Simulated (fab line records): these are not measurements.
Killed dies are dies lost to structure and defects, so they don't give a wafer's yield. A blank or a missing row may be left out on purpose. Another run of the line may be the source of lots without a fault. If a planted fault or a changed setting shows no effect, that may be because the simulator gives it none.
Matching of chambers    flow nand harc    rie diel-11 running NHARC_P_BONDPAD_ETCH_37: 4 sister chambers
The step etches the open film in N2/H2, target depth 60 nm, overetch 18 nm, time 65.91 s. 7 wafers are shown with their chamber, then 8 later ones without.

WAFERS PAIRED WITH THEIR CHAMBERS
wafer   chamber  rf vpp V (V)  throttle valve pct (%)
L077.5  1        432.4         14.186
L081.1  2        427.3         14.184
L081.6  3        427.4         14.176
L083.1  0        434.1         14.162
L083.2  3        427.0         14.154
L083.6  2        426.5         14.166
L084.1  0        432.3         14.170

WAFERS WHOSE CHAMBER IS MISSING
wafer   rf vpp V (V)  throttle valve pct (%)
L084.2  426.3         14.172
L084.4  426.5         14.173
L088.2  427.1         14.168
L088.4  435.8         14.177
L088.5  433.9         14.178
L089.3  426.2         14.165
L089.4  430.9         14.165
L089.6  427.3         14.182

THE CHAMBER EACH PASSED THROUGH
wafer   from the rows above           in truth
L084.2  can't be placed: 2 or 3       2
L084.4  can't be placed: 2 or 3       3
L088.2  can't be placed: 3 or 2       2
L088.4  can't be placed: 0 or 1       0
L088.5  can't be placed: 0 or 1       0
L089.3  can't be placed: 2 or 3       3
L089.4  can't be placed: 1 or 0 or 3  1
L089.6  can't be placed: 2 or 3       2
0 of 8 placed correctly. Unplaceable from these rows: 8, with the true chamber sitting among the candidates in 8. 0 placed wrongly.
How it was worked out, from the rows above alone: a wafer's distance from a chamber is the root of the sum, over the readings, of the square of ((its reading less the chamber's mean) divided by the reading's scatter). The wafer belongs to the nearest chamber; if the next one is less than 2 further off, it can't be placed. The mean given for a chamber averages the wafers shown for that chamber. The scatter: the root of (the sum of the squares of (reading less its chamber's mean) over the shown wafers, divided by (wafers less chambers)).
